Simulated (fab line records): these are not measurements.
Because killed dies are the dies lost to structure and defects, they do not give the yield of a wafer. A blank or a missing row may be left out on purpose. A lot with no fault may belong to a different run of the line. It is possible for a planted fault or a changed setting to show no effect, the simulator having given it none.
Which tool was responsible? / flow nandHarc / 6 lots with 18 wafers sampled at 3 steps, on a route of 1302 steps

WHAT THE GAUGES READ, wafer by wafer
NHARC_A_ONON_D1_THK_MEAS_30: measures by ellipsometry.
lot=L615; measured=day 8 16:58; on=filmMetro-01; thkNm (nm)=998 999 999
lot=L617; measured=day 9 11:17; on=filmMetro-02; thkNm (nm)=995 994 995
lot=L620; measured=day 11 03:21; on=filmMetro-01; thkNm (nm)=1005 1005 1003
lot=L625; measured=day 12 21:19; on=filmMetro-01; thkNm (nm)=867 869 867 868 867 869
lot=L632; measured=day 15 22:37; on=filmMetro-02; thkNm (nm)=886 883 884 884 883 883
lot=L637; measured=day 17 17:23; on=filmMetro-01; thkNm (nm)=1006 1006 1004

EACH LOT AND THE TOOL THAT RAN IT (in order: tool; ch and the chambers of the sampled wafers; start)
lot=L615; NHARC_A_ZERO_WELL_ETCH_13=rieSi-04 ch 0,1, day 7 06:32; NHARC_A_ONON_D1_DEP_28=pecvdOnon-01 ch 0, day 8 16:26
lot=L617; NHARC_A_ZERO_WELL_ETCH_13=rieSi-05 ch 0,1,2, day 8 01:08; NHARC_A_ONON_D1_DEP_28=pecvdOnon-03 ch 0, day 9 10:50
lot=L620; NHARC_A_ZERO_WELL_ETCH_13=rieSi-03 ch 0,1, day 9 14:31; NHARC_A_ONON_D1_DEP_28=pecvdOnon-01 ch 0, day 11 02:54
lot=L625; NHARC_A_ZERO_WELL_ETCH_13=rieSi-04 ch 1,2,3, day 11 11:55; NHARC_A_ONON_D1_DEP_28=pecvdOnon-03 ch 0, day 12 20:52
lot=L632; NHARC_A_ZERO_WELL_ETCH_13=rieSi-05 ch 1,2,3, day 14 07:04; NHARC_A_ONON_D1_DEP_28=pecvdOnon-03 ch 0, day 15 22:06
lot=L637; NHARC_A_ZERO_WELL_ETCH_13=rieSi-04 ch 2,3, day 16 04:39; NHARC_A_ONON_D1_DEP_28=pecvdOnon-02 ch 0, day 17 16:52
- NHARC_A_ZERO_WELL_ETCH_13: etches the open film in HBr/Cl2, target depth 120 nm, time 40.1 s.
- NHARC_A_ONON_D1_DEP_28: target thk 1000 nm.

THE ANSWER, worked out from the rows above alone
Rule: usual is defined by the lots themselves. Put in order of their means at a reading, lots are off if they are a third of the lots or fewer, leave a main group of 4 or more, and stand apart from it by a gap of 3 or more times the standard deviation of the main group's means; of several such gaps the widest counts. A main group is skipped when, at the precision printed for the reading in the tables above, its means are all equal. Also off: a lot with no number at a reading for which 4 or more lots have one. All remaining lots with rows at the step are treated as sound.
Off: L625, L632, at NHARC_A_ONON_D1_THK_MEAS_30 (thkNm). Mean 1001 nm and standard deviation 4.3 in the main group.
If a tool, at a process step before that reading, ran all the lots that are off and no sound lot after the first of them, it fits. The gauges at NHARC_A_ONON_D1_THK_MEAS_30 are tried like those tools. One fits: pecvdOnon-03 at NHARC_A_ONON_D1_DEP_28. A fault onset in the window from L617 (day 9 10:50, its last sound lot) to L625 (day 12 20:52, its first lot off) fits.

WHAT THE SIMULATOR HAD PUT IN
Site profile drift: pecvdOnon-03, from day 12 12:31 on, at NHARC_A_ONON_D1_DEP_28. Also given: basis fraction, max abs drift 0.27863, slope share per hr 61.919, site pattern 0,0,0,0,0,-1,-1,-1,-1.
Struck lots among those shown: L625, L632. The rule above reached the same finding.
